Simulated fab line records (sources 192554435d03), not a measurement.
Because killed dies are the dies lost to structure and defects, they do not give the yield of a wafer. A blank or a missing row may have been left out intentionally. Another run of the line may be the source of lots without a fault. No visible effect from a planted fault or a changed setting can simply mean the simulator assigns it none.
Which tool is to blame? ; flow n5_finfet ; 32 wafers from 11 lots sampled at 4 of the route's 1938 steps

== WHAT THE GAUGES SHOWED, per wafer ==
The record lacks any reading of a measuring or inspecting step that a usual standard deviation could be used to judge.

== TOOL THAT RAN EACH LOT (tool first, then ch and the chambers of the sampled wafers, then the start) ==
lot;N5_MOL_CONTACT_COAG_CMP_28;N5_MOL_CONTACT_COAG_ETCH_91;N5_MOL_CONTACT_COAG_ETCH_47;N5_MOL_CONTACT_COAG_STRIP_119
L691;cmp-03 ch 0,1,2, day 5 04:22;rie_diel-04 ch 0,1,2, day 5 05:57;rie_diel-04 ch 0,1,2, day 5 06:11;plasma_asher-02 ch 0,1, day 5 06:17
L692;cmp-04 ch 1,3, day 5 06:55;rie_diel-05 ch 0,1,3, day 5 09:32;rie_diel-05 ch 0,1,3, day 5 09:46;plasma_asher-02 ch 0,1, day 5 09:51
L695;cmp-01 ch 0,3, day 5 23:01;rie_diel-04 ch 0,1,3, day 6 01:26;rie_diel-04 ch 0,1,3, day 6 01:40;plasma_asher-02 ch 0,1, day 6 01:44
L696;cmp-04 ch 0,3, day 6 05:42;rie_diel-05 ch 1,2, day 6 08:58;rie_diel-05 ch 1,2, day 6 09:11;plasma_asher-02 ch 0,1, day 6 09:15
L698;cmp-01 ch 0,1, day 6 21:14;rie_diel-05 ch 0,1,2, day 6 23:23;rie_diel-05 ch 0,1,2, day 6 23:37;plasma_asher-02 ch 0, day 6 23:42
L701;cmp-03 ch 1,2, day 7 16:48;rie_diel-01 ch 0,2, day 7 18:35;rie_diel-01 ch 0,2, day 7 18:49;plasma_asher-01 ch 0,1, day 7 18:54
L703;cmp-04 ch 1,2, day 8 04:50;rie_diel-01 ch 2,3, day 8 07:05;rie_diel-01 ch 2,3, day 8 07:19;plasma_asher-01 ch 0,1, day 8 07:24
L704;cmp-04 ch 0,3, day 8 08:45;rie_diel-01 ch 2,3, day 8 12:40;rie_diel-01 ch 2,3, day 8 12:53;plasma_asher-02 ch 0,1, day 8 12:58
L705;cmp-04 ch 0,2, day 8 13:30;rie_diel-05 ch 0,2, day 8 15:47;rie_diel-05 ch 0,2, day 8 16:01;plasma_asher-01 ch 0,1, day 8 16:05
L706;cmp-01 ch 0,2,3, day 8 17:45;rie_diel-05 ch 0,1,3, day 8 20:22;rie_diel-05 ch 0,1,3, day 8 20:36;plasma_asher-02 ch 0,1, day 8 20:41
L713;cmp-04 ch 1,2, day 10 14:39;rie_diel-01 ch 0,1, day 10 16:31;rie_diel-01 ch 0,1, day 10 16:44;plasma_asher-01 ch 0,1, day 10 16:50
- N5_MOL_CONTACT_COAG_CMP_28: polishes, stops on SiNx, t overpolish 0.85 s, target thk 14.522 nm.
- N5_MOL_CONTACT_COAG_ETCH_91: etches SOC in N2/H2, target depth 60 nm, overetch 21 nm, time 101.2 s.
- N5_MOL_CONTACT_COAG_ETCH_47: etches SiNx in CH3F/O2, stops on W, target depth 27 nm.
- N5_MOL_CONTACT_COAG_STRIP_119: strips in N2/H2, time 30 s.

== WHAT THE TOOLS THEMSELVES READ (means of the sampled wafers that have a number; where no wafer has one, the mark that the record gives instead) ==
N5_MOL_CONTACT_COAG_CMP_28.
lot;tool;motor_current_A (A);retaining_ring_pressure_frac;time_to_endpoint_s (s)
L691;cmp-03;12.7;0.998;6
L692;cmp-04;12.0;0.998;11
L695;cmp-01;12.6;0.994;3
L696;cmp-04;12.4;0.994;8
L698;cmp-01;13.7;1.003;2
L701;cmp-03;12.3;0.996;3
L703;cmp-04;13.4;0.997;6
L704;cmp-04;12.3;0.999;3
L705;cmp-04;13.1;1.001;6
L706;cmp-01;11.8;0.999;6
L713;cmp-04;13.2;1.002;8

N5_MOL_CONTACT_COAG_ETCH_91.
lot;tool;bias_w (W);drypump_motor_current_A (A);oes_product_au (a.u.);rf_fwd_power_W (W);rf_vpp_V (V);showerhead_plenum_p_Torr (Torr);throttle_valve_pct (%)
L691;rie_diel-04;149.9;5.4;0.59;838;520.9;2.46;17.97
L692;rie_diel-05;150.1;5.8;0.61;837;522.0;2.48;17.89
L695;rie_diel-04;149.8;5.2;0.59;835;523.7;2.51;18.07
L696;rie_diel-05;150.4;5.8;0.68;840;523.7;2.51;17.63
L698;rie_diel-05;149.9;5.9;0.72;838;522.3;2.51;17.58
L701;rie_diel-01;150.0;5.4;0.73;834;522.8;2.48;17.64
L703;rie_diel-01;150.0;5.8;0.57;836;522.7;2.51;17.93
L704;rie_diel-01;150.0;5.4;0.57;833;522.1;2.51;17.86
L705;rie_diel-05;150.1;5.5;0.72;835;524.4;2.54;17.34
L706;rie_diel-05;149.8;5.7;0.67;834;522.4;2.46;17.80
L713;rie_diel-01;150.0;4.8;0.69;830;522.5;2.51;17.65

N5_MOL_CONTACT_COAG_ETCH_47.
lot;tool;bias_w (W);drypump_motor_current_A (A);etch_rf_on_time_s (s);oes_product_au (a.u.);rf_fwd_power_W (W);rf_vpp_V (V);showerhead_plenum_p_Torr (Torr);throttle_valve_pct (%)
L691;rie_diel-04;73.03;5.3;31.9;0.62;386.6;298;1.92;16.36
L692;rie_diel-05;73.25;5.7;31.6;0.65;387.8;295;1.94;16.36
L695;rie_diel-04;72.88;5.2;31.9;0.62;387.4;306;1.98;16.57
L696;rie_diel-05;72.97;5.8;31.9;0.72;390.2;299;1.98;16.17
L698;rie_diel-05;73.05;5.8;31.4;0.77;388.2;301;1.97;16.05
L701;rie_diel-01;73.32;5.4;31.5;0.77;385.1;304;1.97;16.28
L703;rie_diel-01;72.82;5.8;32.0;0.60;386.4;292;1.96;16.40
L704;rie_diel-01;73.03;5.4;32.3;0.59;385.3;296;1.95;16.29
L705;rie_diel-05;73.23;5.5;34.4;0.73;293.2;341;2.00;15.93
L706;rie_diel-05;73.01;5.8;34.9;0.67;292.0;336;1.93;16.27
L713;rie_diel-01;72.87;4.8;31.1;0.74;384.6;304;2.00;16.32

N5_MOL_CONTACT_COAG_STRIP_119.
lot;tool;drypump_motor_current_A (A);heater_power_w (W)
L691;plasma_asher-02;5.6;324
L692;plasma_asher-02;5.6;316
L695;plasma_asher-02;5.3;330
L696;plasma_asher-02;5.4;330
L698;plasma_asher-02;5.1;338
L701;plasma_asher-01;5.2;305
L703;plasma_asher-01;5.2;302
L704;plasma_asher-02;5.5;318
L705;plasma_asher-01;5.5;308
L706;plasma_asher-02;5.5;320
L713;plasma_asher-01;5.5;306

== THE ANSWER, worked out from the rows above alone ==
Rule: the usual values come from the lots themselves. The widest of any qualifying gaps counts: lots, ordered by their means at a reading, are off when they make up no more than a third of the lots, leave a main group of 4 or more, and stand apart from it by 3 or more times the standard deviation of that group's means. Not used: any main group whose means are identical at the precision the tables above print for the reading. A lot without any number at a reading at which 4 lots or more have one is off too. Any other lot the step has rows for is counted as sound. First the gauges in route order, then the tools' own readings, where a lot's mean is used as printed above. The first step at which some lot is off is used, and at that step the reading that is off furthest; a lot without a number counts as furthest.
Off at N5_MOL_CONTACT_COAG_ETCH_47 (rf_fwd_power_W): L705, L706. The main group: mean 386.8 W, standard deviation 1.7.
A tool fits if, at that step or a process step before it, it ran every lot that is off, and no sound lot after the first of them. One fits: rie_diel-05 at N5_MOL_CONTACT_COAG_ETCH_91 and N5_MOL_CONTACT_COAG_ETCH_47. At N5_MOL_CONTACT_COAG_ETCH_91 its last sound lot is L698 (day 6 23:23), its first lot that is off L705 (day 8 15:47): a fault that began between those two fits.

== WHAT HAD BEEN PUT IN BY THE SIMULATOR ==
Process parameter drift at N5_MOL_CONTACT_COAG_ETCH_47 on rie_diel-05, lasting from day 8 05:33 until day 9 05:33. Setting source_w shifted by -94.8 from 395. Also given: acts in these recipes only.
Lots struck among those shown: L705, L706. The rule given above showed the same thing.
